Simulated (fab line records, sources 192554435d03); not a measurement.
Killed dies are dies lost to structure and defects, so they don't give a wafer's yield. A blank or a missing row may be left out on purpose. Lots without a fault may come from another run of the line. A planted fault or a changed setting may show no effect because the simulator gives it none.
fab line records | flow n5_finfet
record lots=24 wafers=72 last_day=20
route steps=1938 shown BEOL_M10@1520 BEOL_M11@1553
lots that met no fault: from a run of the same line without faults
start_h: hours from the record's first day to the start of the lot's first wafer shown | wait_h: hours since the lot's step before | " the same as in the row above | L1.1+2: a row that stands for several wafers | - no value, or no start given | * or withheld: withheld | < > ~ a bound
route shown NAME@n: a module of which the file shows steps, and the number in the route of the first | usual: mean/standard deviation of fault-free wafers | same: alike in all rows | chamber/n: place in a boat | sites: the reading at each site | _std_site: their standard deviation | _edge_site: outer sites' mean less inner sites' | radius_mm: how far each site lies from the wafer's centre | mask NAME#n: copy n | behind: the tool/chamber that last shaped the wafer | hold: why the lot was held/for how many hours/how that ended | device: the transistor (n, p or np) that didn't switch | end of line: the same wafers' tests at the end of the route | a step without rows: its recipe alone | killed: dies lost to structure and defects at the first sort, not the wafer's yield | map: a wafer's dies, x killed, . not, _ none there
set.NAME: the setting as run; set.NAME@STEP: as run at that earlier step | model.NAME: the simulator's own value behind a step, which no gauge read
steps of the route over a sample of lots; a table a step, a row a wafer
services: from which hour (start_h, from the record's first day; less than 0 if before it) a tool's chamber was out of use, for how many hours, and why
## steps
# step N5_BEOL_M10_CD_MEAS_35
# recipe target_cd_nm=70 polarity=opening
# usual cd_nm=70.2/0.71
# columns lot.wafer tool chamber start_h wait_h cd_nm
L075.2 cd_sem-01 - 239.03 0.0 70.9
L075.4 " - " " 70.7
L075.6 " - " " 69.5
L074.4 cd_sem-02 - 239.30 0.0 71.6
L074.5 " - " " 71.3
L074.6 " - " " 71.5
L076.1 cd_sem-02 - 247.45 0.0 70.2
L076.2 " - " " 70.0
L076.5 " - " " 71.2
L079.1 cd_sem-03 - 251.39 0.0 69.7
L079.2 " - " " 69.3
L079.6 " - " " 69.5
L077.1 cd_sem-02 - 270.20 0.0 69.6
L077.3 " - " " 69.5
L077.5 " - " " 68.4
L078.2 cd_sem-01 - 272.34 0.0 70.6
L078.4 " - " " 69.9
L078.5 " - " " 70.7
L081.3 cd_sem-02 - 281.81 0.0 70.3
L081.4 " - " " 70.8
L081.5 " - " " 70.8
L080.1 cd_sem-02 - 284.28 0.0 70.0
L080.3 " - " " 69.6
L080.6 " - " " 69.9
L082.2 cd_sem-02 - 290.26 0.0 71.2
L082.3 " - " " 71.0
L082.5 " - " " 70.9
L083.1 cd_sem-02 - 290.75 0.0 69.7
L083.5 " - " " 70.8
L083.6 " - " " 70.7
L084.1 cd_sem-01 - 292.81 0.0 70.4
L084.3 " - " " 69.5
L084.6 " - " " 69.6
L085.1 cd_sem-01 - 297.28 0.0 71.2
L085.2 " - " " 71.0
L085.6 " - " " 70.7
L086.3 cd_sem-02 - 315.27 0.0 70.0
L086.4 " - " " 69.6
L086.5 " - " " 69.9
L087.3 cd_sem-03 - 322.75 0.0 69.5
L087.5 " - " " 70.3
L087.6 " - " " 71.0
L090.2 cd_sem-02 - 328.24 0.0 69.3
L090.3 " - " " 70.2
L090.4 " - " " 69.3
L088.1 cd_sem-03 - 328.37 0.0 70.5
L088.2 " - " " 70.8
L088.5 " - " " 70.1
L089.1 cd_sem-03 - 330.66 0.0 70.7
L089.3 " - " " 70.2
L089.4 " - " " 70.8
L092.2 cd_sem-01 - 334.69 0.0 69.8
L092.5 " - " " 70.6
L092.6 " - " " 70.6
L091.3 cd_sem-01 - 339.06 0.0 68.1
L091.5 " - " " 68.4
L091.6 " - " " 69.6
L093.1 cd_sem-01 - 350.92 0.0 70.4
L093.4 " - " " 70.1
L093.5 " - " " 70.2
L095.2 cd_sem-03 - 357.81 0.0 70.2
L095.3 " - " " 70.2
L095.5 " - " " 69.9
L094.1 cd_sem-03 - 357.98 0.0 69.9
L094.5 " - " " 69.3
L094.6 " - " " 69.3
L096.1 cd_sem-03 - 383.84 0.0 71.3
L096.3 " - " " 71.2
L096.5 " - " " 70.9
L097.1 cd_sem-02 - 415.79 0.0 69.0
L097.2 " - " " 69.3
L097.3 " - " " 69.8
# step N5_BEOL_M11_ETCH_61
# recipe chemistry=CF4 target=SiARC target_depth_a=390 mask_material=CAR-ArF time_s=65 ion_energy_ev=80 pressure_mtorr=40 source_w=545 bias_w=36 Ar_flow_sccm=100 cf4_flow_sccm=100 ends=cleared
# usual drypump_motor_current_A=5.7/0.42 etch_rf_on_time_s=64.9/1.5 oes_product_au=0.65/0.042 rf_vpp_V=184.0/1.1 showerhead_plenum_p_Torr=2.13/0.074 throttle_valve_pct=15.61/0.15
# columns lot.wafer tool chamber start_h wait_h drypump_motor_current_A etch_rf_on_time_s oes_product_au rf_hours_counter_h rf_vpp_V showerhead_plenum_p_Torr throttle_valve_pct
L075.2 rie_diel-03 1 243.69 0.0 5.4 62.3 0.74 59 183.9 2.09 15.38
L075.4 " 3 " " 5.1 67.0 0.67 109 184.8 2.25 15.64
L075.6 " 3 " " 5.1 67.1 0.68 - 185.5 2.25 15.65
L074.4 rie_diel-06 3 243.85 0.0 5.7 67.5 0.62 175 185.5 2.22 15.65
L074.5 " 2 " " 6.0 66.0 0.65 - 184.4 2.15 15.82
L074.6 " 1 " " 5.5 63.8 0.67 - 181.5 1.98 15.74
L076.1 rie_diel-06 1 253.62 0.0 5.5 63.3 0.68 141 182.1 1.98 15.74
L076.2 " 2 " " 6.0 64.9 0.65 130 184.3 2.15 15.84
L076.5 " 1 " " 5.5 63.5 0.67 - 183.3 1.98 15.74
L079.1 rie_diel-06 1 258.58 0.0 5.5 64.1 0.67 142 183.3 1.98 15.76
L079.2 " 2 " " 6.0 66.1 0.64 131 183.2 2.15 15.82
L079.6 " 0 " " 5.9 63.9 0.63 - 185.4 2.22 15.57
L077.1 rie_diel-03 2 274.13 0.0 6.1 63.7 0.62 195 183.2 2.05 15.39
L077.3 " 0 " " 5.4 64.8 0.62 194 182.3 2.12 15.52
L077.5 " 3 " " 5.1 66.6 0.67 - 185.4 2.25 15.66
L078.2 rie_diel-05 1 276.91 0.0 6.5 64.3 0.74 35 182.4 2.09 15.40
L078.4 " 2 " " 4.8 63.8 0.71 80 184.1 2.18 15.53
L078.5 " 0 " " 5.6 66.1 0.59 - 184.8 2.12 15.84
L081.3 rie_diel-05 1 287.06 0.0 6.5 65.5 0.73 37 183.4 2.09 15.40
L081.4 " 2 " " 4.8 64.3 0.71 82 185.3 2.18 15.54
L081.5 " 1 " " 6.5 64.9 0.74 - 184.8 2.09 15.40
L080.1 rie_diel-06 1 291.25 0.0 5.6 63.0 0.66 151 184.2 1.98 15.77
L080.3 " 2 " " 6.0 64.9 0.64 140 184.3 2.15 15.84
L080.6 " 1 " " 5.6 63.1 0.67 - 180.9 1.98 15.80
L082.2 rie_diel-03 1 295.88 0.0 5.4 62.4 0.72 75 183.1 2.09 15.40
L082.3 " 3 " " 5.1 67.3 0.67 125 184.5 2.24 15.68
L082.5 " 0 " " 5.5 64.4 0.62 - 183.9 2.12 15.54
L083.1 rie_diel-03 1 296.13 0.0 5.4 61.7 0.73 75 183.7 2.09 15.42
L083.5 " 0 " " 5.5 64.4 0.63 - 184.1 2.12 15.53
L083.6 " 1 " " 5.4 61.9 0.73 - 184.7 2.09 15.41
L084.1 rie_diel-05 2 300.90 0.0 4.9 64.7 0.70 86 185.1 2.18 15.56
L084.3 " 3 " " 6.1 65.9 0.63 187 183.4 2.12 15.57
L084.6 " 3 " " 6.1 65.6 0.62 - 183.6 2.12 15.56
L085.1 rie_diel-03 0 303.23 0.0 5.5 64.5 0.62 204 183.3 2.12 15.57
L085.2 " 1 " " 5.4 62.7 0.71 78 183.6 2.09 15.42
L085.6 " 1 " " 5.4 62.8 0.71 - 184.8 2.09 15.43
L086.3 rie_diel-06 1 320.87 0.0 5.5 63.9 0.65 160 181.7 1.98 15.81
L086.4 " 0 " " 5.9 64.9 0.62 203 183.4 2.21 15.61
L086.5 " 0 " " 5.9 65.3 0.62 - 185.3 2.21 15.59
L087.3 rie_diel-05 1 327.66 0.0 6.5 65.2 0.72 48 182.7 2.09 15.41
L087.5 " 3 " " 6.1 65.7 0.63 - 184.3 2.12 15.59
L087.6 " 0 " " 5.6 65.9 0.59 - 182.9 2.11 15.87
L090.2 rie_diel-06 2 332.73 0.0 6.0 65.5 0.63 153 184.6 2.15 15.87
L090.3 " 3 " " 5.7 67.6 0.60 196 184.7 2.21 15.70
L090.4 " 2 " " 6.0 65.7 0.63 - 184.4 2.15 15.88
L088.1 rie_diel-06 2 334.49 0.0 6.0 65.7 0.63 154 183.5 2.14 15.85
L088.2 " 3 " " 5.7 67.5 0.60 197 185.2 2.21 15.69
L088.5 " 0 " " 5.9 64.5 0.62 - 184.8 2.21 15.60
L089.1 rie_diel-03 0 334.72 0.0 5.5 63.8 0.61 215 184.3 2.11 15.56
L089.3 " 2 " " 6.1 63.0 0.62 214 182.9 2.04 15.46
L089.4 " 1 " " 5.4 61.3 0.72 89 184.5 2.08 15.44
L092.2 rie_diel-03 2 339.05 0.0 6.2 64.0 0.61 215 183.2 2.04 15.44
L092.5 " 1 " " 5.4 62.5 0.71 - 183.7 2.08 15.44
L092.6 " 0 " " 5.5 64.4 0.61 - 183.5 2.11 15.57
L091.3 rie_diel-05 3 347.16 0.0 6.1 66.0 0.63 201 184.5 2.11 15.59
L091.5 " 3 " " 6.1 66.2 0.62 - 182.6 2.11 15.58
L091.6 " 2 " " 4.8 64.0 0.69 - 184.5 2.17 15.58
L093.1 rie_diel-06 3 355.15 0.0 5.7 67.3 0.60 203 185.4 2.21 15.71
L093.4 " 1 " " 5.5 62.4 0.66 168 183.8 1.98 15.83
L093.5 " 3 " " 5.7 66.6 0.61 - 185.7 2.21 15.70
L095.2 rie_diel-06 3 362.95 0.0 5.7 68.0 0.59 206 183.5 2.21 15.70
L095.3 " 1 " " 5.5 63.0 0.64 170 182.0 1.97 15.82
L095.5 " 3 " " 5.7 67.5 0.60 - 184.1 2.21 15.71
L094.1 rie_diel-03 1 363.57 0.0 5.4 62.4 0.71 94 183.1 2.08 15.45
L094.5 " 3 " " 5.1 67.0 0.65 - 185.6 2.23 15.73
L094.6 " 0 " " 5.5 64.4 0.61 - 184.1 2.11 15.59
L096.1 rie_diel-03 3 389.74 0.0 5.1 67.0 0.64 158 184.4 2.23 15.75
L096.3 " 2 " " 6.1 63.6 0.61 231 182.0 2.04 15.47
L096.5 " 2 " " 6.1 63.3 0.61 - 182.3 2.04 15.48
L097.1 rie_diel-05 1 422.58 0.0 6.5 65.5 0.68 76 181.9 2.08 15.48
L097.2 " 3 " " 6.1 66.4 0.60 221 182.7 2.11 15.64
L097.3 " 2 " " 4.8 64.6 0.67 121 184.5 2.16 15.60
# step N5_BEOL_M11_STRIP_19
# recipe chemistry=O2 power_w=400 temp_c=40 pressure_mtorr=30 rf_frequency_hz=6e+07 bias_power_w=0 overash_fraction=0.2 o2_flow_sccm=225
# usual drypump_motor_current_A=5.7/0.47 oes_product_au=0.76/0.053 rf_vpp_V=3.7/0.56 showerhead_plenum_p_Torr=2.09/0.068 throttle_valve_pct=16.66/0.18
# columns lot.wafer tool chamber start_h wait_h drypump_motor_current_A oes_product_au rf_hours_counter_h rf_vpp_V showerhead_plenum_p_Torr throttle_valve_pct
L075.2 rie_diel-03 2 244.13 0.1 6.2 0.73 185 4.2 1.99 16.40
L075.4 " 1 " " 5.4 0.87 59 4.5 2.03 16.39
L075.6 " 0 " " 5.5 0.75 - 3.7 2.09 16.62
L074.4 rie_diel-05 3 244.23 0.1 6.1 0.74 - 3.9 2.11 16.73
L074.5 " 2 " " 4.9 0.84 - 4.2 2.12 16.51
L074.6 " 1 " " 6.5 0.89 - 4.2 2.05 16.45
L076.1 rie_diel-05 3 254.06 0.2 6.1 0.74 172 4.2 2.11 16.73
L076.2 " 1 " " 6.5 0.87 27 2.7 2.05 16.46
L076.5 " 2 " " 4.8 0.83 - 2.6 2.12 16.52
L079.1 rie_diel-03 0 258.96 0.1 5.5 0.74 189 3.8 2.09 16.61
L079.2 " 3 " " 5.1 0.79 114 3.9 2.20 16.65
L079.6 " 3 " " 5.1 0.80 - 3.6 2.20 16.66
L077.1 rie_diel-06 1 274.48 0.1 5.5 0.77 146 4.8 1.93 16.79
L077.3 " 2 " " 6.0 0.76 136 2.9 2.12 16.97
L077.5 " 1 " " 5.5 0.77 - 3.7 1.93 16.79
L078.2 rie_diel-06 3 277.27 0.1 5.7 0.72 183 3.4 2.15 16.61
L078.4 " 2 " " 6.0 0.74 136 4.2 2.12 16.96
L078.5 " 2 " " 6.0 0.75 - 3.9 2.12 16.98
L081.3 rie_diel-03 1 287.41 0.1 5.4 0.84 73 3.4 2.03 16.43
L081.4 " 3 " " 5.1 0.79 123 3.1 2.19 16.68
L081.5 " 1 " " 5.4 0.83 - 4.3 2.03 16.42
L080.1 rie_diel-05 1 291.60 0.1 6.5 0.86 38 3.8 2.05 16.48
L080.3 " 0 " " 5.6 0.69 237 4.6 2.07 16.93
L080.6 " 2 " " 4.8 0.83 - 4.3 2.12 16.56
L082.2 rie_diel-03 1 296.34 0.2 5.4 0.83 75 3.2 2.03 16.42
L082.3 " 3 " " 5.1 0.79 125 3.9 2.19 16.68
L082.5 " 0 " " 5.5 0.73 - 3.1 2.08 16.64
L083.1 rie_diel-06 0 296.54 0.1 5.9 0.72 196 3.3 2.16 16.55
L083.5 " 0 " " 5.9 0.71 - 4.4 2.16 16.54
L083.6 " 2 " " 6.1 0.75 - 3.3 2.12 16.97
L084.1 rie_diel-05 3 301.25 0.1 6.1 0.74 187 3.5 2.10 16.75
L084.3 " 2 " " 4.8 0.81 86 3.4 2.12 16.56
L084.6 " 3 " " 6.1 0.73 - 3.0 2.10 16.77
L085.1 rie_diel-06 1 303.66 0.2 5.5 0.76 155 3.5 1.93 16.81
L085.2 " 3 " " 5.7 0.71 188 4.0 2.15 16.61
L085.6 " 2 " " 6.0 0.74 - 4.5 2.12 16.98
L086.3 rie_diel-06 3 321.22 0.1 5.7 0.71 192 3.6 2.15 16.64
L086.4 " 0 " " 5.9 0.71 204 2.9 2.16 16.56
L086.5 " 2 " " 6.0 0.74 - 4.6 2.11 17.02
L087.3 rie_diel-03 0 328.09 0.1 5.5 0.72 212 4.4 2.08 16.66
L087.5 " 0 " " 5.5 0.73 - 4.7 2.08 16.66
L087.6 " 1 " " 5.4 0.82 - 2.8 2.02 16.45
L090.2 rie_diel-05 1 333.08 0.1 6.5 0.84 50 4.1 2.04 16.49
L090.3 " 3 " " 6.1 0.73 196 3.6 2.10 16.77
L090.4 " 0 " " 5.6 0.67 249 2.9 2.07 16.95
L088.1 rie_diel-05 1 334.86 0.1 6.5 0.84 51 3.7 2.04 16.51
L088.2 " 3 " " 6.1 0.72 197 3.5 2.10 16.80
L088.5 " 1 " " 6.5 0.84 - 3.6 2.04 16.50
L089.1 rie_diel-06 0 335.16 0.2 5.9 0.71 208 3.9 2.15 16.57
L089.3 " 3 " " 5.7 0.71 197 3.6 2.15 16.64
L089.4 " 0 " " 5.9 0.71 - 3.3 2.15 16.56
L092.2 rie_diel-03 3 339.41 0.1 5.1 0.77 140 3.7 2.19 16.71
L092.5 " 0 " " 5.5 0.71 - 3.1 2.08 16.67
L092.6 " 3 " " 5.1 0.78 - 3.6 2.19 16.72
L091.3 rie_diel-05 3 347.55 0.1 6.1 0.73 201 4.9 2.10 16.80
L091.5 " 2 " " 4.8 0.79 - 3.0 2.11 16.56
L091.6 " 3 " " 6.1 0.72 - 3.3 2.10 16.80
L093.1 rie_diel-06 2 355.49 0.1 6.0 0.74 160 4.8 2.11 17.01
L093.4 " 1 " " 5.5 0.76 168 3.7 1.92 16.83
L093.5 " 2 " " 6.0 0.73 - 2.8 2.11 17.01
L095.2 rie_diel-05 0 363.35 0.1 5.6 0.96 4 4.2 2.07 16.48
L095.3 " 3 " " 6.1 0.72 206 4.3 2.09 16.81
L095.5 " 1 " " 6.5 0.83 - 3.7 2.04 16.52
L094.1 rie_diel-03 1 364.06 0.2 5.4 0.81 94 2.9 2.02 16.47
L094.5 " 0 " " 5.5 0.72 - 3.4 2.08 16.68
L094.6 " 1 " " 5.4 0.81 - 3.1 2.02 16.46
L096.1 rie_diel-06 0 390.19 0.2 5.9 0.70 224 3.1 2.15 16.60
L096.3 " 1 " " 5.5 0.75 178 2.9 1.92 16.84
L096.5 " 1 " " 5.5 0.75 - 3.7 1.92 16.85
L097.1 rie_diel-03 1 422.94 0.1 5.4 0.80 111 4.4 2.02 16.49
L097.2 " 2 " " 6.1 0.70 240 4.2 1.97 16.48
L097.3 " 0 " " 5.5 0.70 241 3.8 2.07 16.71
# step N5_BEOL_M11_CD_MEAS_18
# recipe pitch_nm=140 target_cd_nm=70
# usual cd_nm=69.7/0.61
# columns lot.wafer tool chamber start_h wait_h cd_nm
L075.2 cd_sem-03 - 244.20 0.1 69.2
L075.4 " - " " 69.1
L075.6 " - " " 70.0
L074.4 cd_sem-02 - 244.29 0.0 69.4
L074.5 " - " " 70.7
L074.6 " - " " 69.3
L076.1 cd_sem-03 - 254.13 0.0 69.6
L076.2 " - " " 70.0
L076.5 " - " " 69.5
L079.1 cd_sem-01 - 259.03 0.0 69.2
L079.2 " - " " 70.1
L079.6 " - " " 69.5
L077.1 cd_sem-02 - 274.55 0.0 69.8
L077.3 " - " " 70.5
L077.5 " - " " 70.4
L078.2 cd_sem-03 - 277.34 0.1 69.5
L078.4 " - " " 70.2
L078.5 " - " " 68.9
L081.3 cd_sem-01 - 287.49 0.1 70.0
L081.4 " - " " 70.7
L081.5 " - " " 70.0
L080.1 cd_sem-03 - 291.68 0.1 68.5
L080.3 " - " " 69.8
L080.6 " - " " 68.4
L082.2 cd_sem-03 - 296.41 0.1 70.5
L082.3 " - " " 69.8
L082.5 " - " " 69.8
L083.1 cd_sem-02 - 296.61 0.0 71.0
L083.5 " - " " 70.7
L083.6 " - " " 70.1
L084.1 cd_sem-02 - 301.32 0.1 70.4
L084.3 " - " " 69.3
L084.6 " - " " 69.7
L085.1 cd_sem-02 - 303.73 0.0 69.9
L085.2 " - " " 68.6
L085.6 " - " " 69.6
L086.3 cd_sem-01 - 321.29 0.1 70.9
L086.4 " - " " 70.5
L086.5 " - " " 70.6
L087.3 cd_sem-01 - 328.16 0.1 69.6
L087.5 " - " " 69.3
L087.6 " - " " 68.5
L090.2 cd_sem-03 - 333.15 0.1 69.3
L090.3 " - " " 69.8
L090.4 " - " " 70.2
L088.1 cd_sem-03 - 334.93 0.0 70.1
L088.2 " - " " 69.0
L088.5 " - " " 70.6
L089.1 cd_sem-01 - 335.23 0.0 70.0
L089.3 " - " " 69.4
L089.4 " - " " 69.8
L092.2 cd_sem-01 - 339.48 0.1 70.4
L092.5 " - " " 68.9
L092.6 " - " " 69.8
L091.3 cd_sem-02 - 347.63 0.1 69.5
L091.5 " - " " 69.9
L091.6 " - " " 71.0
L093.1 cd_sem-03 - 355.56 0.0 70.1
L093.4 " - " " 69.3
L093.5 " - " " 70.7
L095.2 cd_sem-02 - 363.42 0.1 69.0
L095.3 " - " " 68.8
L095.5 " - " " 69.8
L094.1 cd_sem-01 - 364.13 0.0 68.8
L094.5 " - " " 68.9
L094.6 " - " " 69.1
L096.1 cd_sem-01 - 390.27 0.1 70.1
L096.3 " - " " 70.1
L096.5 " - " " 70.4
L097.1 cd_sem-02 - 423.01 0.0 70.3
L097.2 " - " " 69.5
L097.3 " - " " 69.6
# step N5_BEOL_M11_CD_MEAS_28
# recipe target_cd_nm=70 landing_energy_ev=500 detector=se_inlens polarity=opening
# usual cd_nm=69.7/1
# columns lot.wafer tool chamber start_h wait_h cd_nm
L074.4 cd_sem-03 0 246.19 - 69.1
L074.5 " 0 " " 72.5
L074.6 " 0 " " 71.7
L075.2 cd_sem-01 0 247.02 - 70.9
L075.4 " 0 " " 70.8
L075.6 " 0 " " 70.4
L076.1 cd_sem-02 0 254.41 - 69.3
L076.2 " 0 " " 71.7
L076.5 " 0 " " 70.5
L079.1 cd_sem-03 0 260.91 - 68.8
L079.2 " 0 " " 70.4
L079.6 " 0 " " 68.9
L077.1 cd_sem-02 0 274.99 - 69.7
L077.3 " 0 " " 69.8
L077.5 " 0 " " 70.8
L078.2 cd_sem-01 0 281.07 - 69.5
L078.4 " 0 " " 70.8
L078.5 " 0 " " 69.9
L081.3 cd_sem-02 0 289.37 - 70.5
L081.4 " 0 " " 70.2
L081.5 " 0 " " 70.5
L080.1 cd_sem-03 0 294.46 - 69.5
L080.3 " 0 " " 70.9
L080.6 " 0 " " 69.0
L082.2 cd_sem-01 0 296.84 - 69.4
L082.3 " 0 " " 68.6
L082.5 " 0 " " 69.1
L083.1 cd_sem-01 0 299.23 - 67.9
L083.5 " 0 " " 69.5
L083.6 " 0 " " 69.9
L084.1 cd_sem-01 0 301.75 - 71.0
L084.3 " 0 " " 72.2
L084.6 " 0 " " 70.0
L085.1 cd_sem-02 0 304.05 - 68.5
L085.2 " 0 " " 70.9
L085.6 " 0 " " 68.6
L086.3 cd_sem-02 0 322.15 - 69.3
L086.4 " 0 " " 69.2
L086.5 " 0 " " 69.8
L087.3 cd_sem-03 0 329.77 - 71.1
L087.5 " 0 " " 69.5
L087.6 " 0 " " 68.8
L090.2 cd_sem-02 0 333.55 - 68.9
L090.3 " 0 " " 70.2
L090.4 " 0 " " 70.5
L088.1 cd_sem-01 0 337.86 - 68.6
L088.2 " 0 " " 70.0
L088.5 " 0 " " 68.3
L089.1 cd_sem-03 0 338.03 - 70.0
L089.3 " 0 " " 71.8
L089.4 " 0 " " 71.3
L092.2 cd_sem-03 0 344.50 - 70.3
L092.5 " 0 " " 70.5
L092.6 " 0 " " 69.2
L091.3 cd_sem-01 0 350.31 - 70.0
L091.5 " 0 " " 71.2
L091.6 " 0 " " 68.5
L093.1 cd_sem-02 0 357.08 - 71.4
L093.4 " 0 " " 70.1
L093.5 " 0 " " 70.1
L095.2 cd_sem-02 0 365.01 - 70.7
L095.3 " 0 " " 68.5
L095.5 " 0 " " 69.6
L094.1 cd_sem-01 0 365.18 - 68.0
L094.5 " 0 " " 70.0
L094.6 " 0 " " 68.8
L096.1 cd_sem-02 0 391.11 - 68.5
L096.3 " 0 " " 67.9
L096.5 " 0 " " 68.1
L097.1 cd_sem-03 0 425.38 - 69.5
L097.2 " 0 " " 70.8
L097.3 " 0 " " 70.4
# step N5_BEOL_M11_ETCH_65
# recipe chemistry=CF4 target=SiARC target_depth_a=390 mask_material=CAR-ArF time_s=65 ion_energy_ev=80 pressure_mtorr=40 source_w=545 bias_w=36 Ar_flow_sccm=100 cf4_flow_sccm=100 ends=cleared
# usual drypump_motor_current_A=5.7/0.42 etch_rf_on_time_s=65.0/1.5 oes_product_au=0.65/0.045 rf_vpp_V=183.8/1.3 showerhead_plenum_p_Torr=2.13/0.077 throttle_valve_pct=15.63/0.15
# columns lot.wafer tool chamber start_h wait_h drypump_motor_current_A etch_rf_on_time_s oes_product_au rf_hours_counter_h rf_vpp_V showerhead_plenum_p_Torr throttle_valve_pct
L074.4 rie_diel-06 0 246.30 0.0 5.9 63.9 0.64 182 183.5 2.22 15.55
L074.5 " 3 " " 5.7 67.0 0.62 - 186.0 2.22 15.66
L074.6 " 0 " " 5.9 63.7 0.64 - 184.3 2.22 15.54
L075.2 rie_diel-05 1 247.39 0.0 6.5 64.7 0.75 25 182.8 2.10 15.36
L075.4 " 3 " " 6.1 66.4 0.64 170 185.3 2.12 15.54
L075.6 " 1 " " 6.5 65.1 0.75 - 183.3 2.10 15.38
L076.1 rie_diel-03 3 254.94 0.0 5.1 66.2 0.68 112 184.5 2.25 15.68
L076.2 " 2 " " 6.1 63.8 0.63 188 183.1 2.05 15.39
L076.5 " 3 " " 5.1 66.0 0.68 - 186.2 2.25 15.65
L079.1 rie_diel-06 1 261.03 0.0 5.5 63.1 0.67 142 181.6 1.98 15.75
L079.2 " 2 " " 6.0 65.4 0.65 132 185.4 2.15 15.82
L079.6 " 0 " " 5.9 64.1 0.63 - 185.3 2.22 15.55
L077.1 rie_diel-06 3 275.12 0.0 5.7 68.5 0.61 183 185.5 2.22 15.65
L077.3 " 2 " " 6.0 66.8 0.64 136 183.3 2.15 15.83
L077.5 " 1 " " 5.6 63.5 0.67 - 182.2 1.98 15.76
L078.2 rie_diel-06 1 281.57 0.0 5.6 62.3 0.67 148 181.8 1.98 15.77
L078.4 " 3 " " 5.7 66.8 0.61 184 183.7 2.22 15.67
L078.5 " 1 " " 5.5 63.0 0.67 - 181.0 1.98 15.75
L081.3 rie_diel-06 0 289.49 0.0 5.9 63.4 0.63 194 183.9 2.21 15.57
L081.4 " 3 " " 5.7 66.0 0.62 186 185.9 2.22 15.67
L081.5 " 2 " " 6.0 65.3 0.64 - 184.1 2.15 15.83
L080.1 rie_diel-03 2 294.59 0.0 6.1 63.5 0.62 200 184.1 2.05 15.42
L080.3 " 0 " " 5.5 64.8 0.62 201 184.2 2.12 15.54
L080.6 " 1 " " 5.4 62.4 0.72 - 184.1 2.09 15.43
L082.2 rie_diel-03 2 296.96 0.0 6.1 63.3 0.62 201 180.6 2.05 15.40
L082.3 " 0 " " 5.5 64.3 0.63 202 181.8 2.12 15.56
L082.5 " 2 " " 6.1 63.6 0.62 - 181.8 2.05 15.42
L083.1 rie_diel-03 1 299.35 0.0 5.4 63.0 0.71 76 183.8 2.08 15.41
L083.5 " 2 " " 6.1 64.9 0.62 - 182.3 2.05 15.42
L083.6 " 1 " " 5.4 63.2 0.71 - 183.2 2.09 15.42
L084.1 rie_diel-06 0 301.88 0.0 5.9 64.1 0.63 198 186.5 2.21 15.59
L084.3 " 2 " " 6.0 65.6 0.64 144 183.3 2.15 15.83
L084.6 " 3 " " 5.7 67.3 0.61 - 185.1 2.22 15.67
L085.1 rie_diel-05 1 304.35 0.0 6.5 64.8 0.73 41 183.8 2.09 15.39
L085.2 " 2 " " 4.8 63.7 0.71 87 183.3 2.18 15.55
L085.6 " 0 " " 5.6 66.2 0.59 - 184.7 2.11 15.86
L086.3 rie_diel-06 3 322.27 0.0 5.7 67.4 0.61 193 185.1 2.22 15.69
L086.4 " 1 " " 5.5 63.8 0.66 160 182.1 1.98 15.79
L086.5 " 0 " " 5.9 64.7 0.62 - 186.3 2.21 15.59
L087.3 rie_diel-03 0 330.24 0.0 5.5 64.5 0.62 213 184.0 2.11 15.57
L087.5 " 0 " " 5.5 64.4 0.62 - 182.7 2.11 15.57
L087.6 " 1 " " 5.4 61.8 0.71 - 183.0 2.08 15.45
L090.2 rie_diel-05 3 333.67 0.0 6.1 66.0 0.63 196 182.8 2.11 15.59
L090.3 " 1 " " 6.5 64.6 0.72 50 182.3 2.09 15.42
L090.4 " 0 " " 5.6 65.6 0.58 249 182.6 2.11 15.88
L088.1 rie_diel-05 1 337.98 0.0 6.5 65.3 0.71 52 183.9 2.09 15.42
L088.2 " 3 " " 6.1 66.1 0.62 198 183.9 2.11 15.60
L088.5 " 1 " " 6.5 65.4 0.71 - 184.6 2.09 15.44
L089.1 rie_diel-06 2 338.17 0.0 6.1 65.6 0.63 155 184.9 2.14 15.87
L089.3 " 0 " " 5.9 64.7 0.62 209 185.1 2.21 15.60
L089.4 " 0 " " 5.9 64.6 0.62 - 184.4 2.21 15.61
L092.2 rie_diel-05 3 344.92 0.0 6.1 65.6 0.62 200 183.4 2.11 15.59
L092.5 " 3 " " 6.1 66.5 0.61 - 184.0 2.11 15.58
L092.6 " 1 " " 6.5 65.5 0.71 - 185.4 2.09 15.42
L091.3 rie_diel-05 1 350.55 0.0 6.5 66.0 0.70 55 183.4 2.09 15.45
L091.5 " 2 " " 4.8 64.8 0.69 - 184.3 2.17 15.59
L091.6 " 3 " " 6.1 67.8 0.62 - 182.9 2.11 15.60
L093.1 rie_diel-06 0 357.21 0.0 5.9 63.8 0.62 214 184.5 2.21 15.62
L093.4 " 1 " " 5.5 62.9 0.65 168 181.9 1.98 15.81
L093.5 " 3 " " 5.7 67.0 0.60 - 184.9 2.21 15.70
L095.2 rie_diel-03 1 365.13 0.0 5.4 63.1 0.70 94 181.7 2.08 15.46
L095.3 " 2 " " 6.1 64.1 0.61 222 182.0 2.04 15.46
L095.5 " 3 " " 5.1 68.4 0.64 - 184.9 2.23 15.72
L094.1 rie_diel-05 0 365.31 0.0 5.6 63.9 0.81 5 183.6 2.11 15.40
L094.5 " 1 " " 6.5 66.0 0.70 - 184.2 2.09 15.43
L094.6 " 2 " " 4.8 64.5 0.68 - 184.5 2.17 15.61
L096.1 rie_diel-06 1 391.23 0.0 5.6 63.3 0.64 178 181.5 1.97 15.83
L096.3 " 3 " " 5.7 67.5 0.59 214 185.1 2.21 15.73
L096.5 " 2 " " 6.0 65.7 0.62 - 184.8 2.14 15.92
L097.1 rie_diel-06 2 425.76 0.0 6.0 66.6 0.61 179 184.0 2.14 15.92
L097.2 " 3 " " 5.7 67.1 0.59 220 183.4 2.21 15.74
L097.3 " 0 " " 5.9 64.7 0.60 232 183.9 2.20 15.66
## services
# columns tool chamber start_h hours kind
rie_diel-03 2 225.59 2.0 repair
rie_diel-05 0 241.22 3.8 repair
rie_diel-06 3 291.19 8.3 repair
rie_diel-05 0 320.99 2.0 repair
rie_diel-06 1 332.37 8.2 repair
rie_diel-05 0 334.81 - clean
rie_diel-05 0 334.81 - consumable_replace:focus_ring
rie_diel-05 0 334.81 13.4 scheduled_down
rie_diel-05 0 334.81 13.4 vent_cycle
rie_diel-03 1 353.01 10.2 repair
rie_diel-03 2 354.84 6.4 repair
rie_diel-05 3 398.86 1.8 repair
rie_diel-06 3 407.97 4.8 repair
## key
fault none
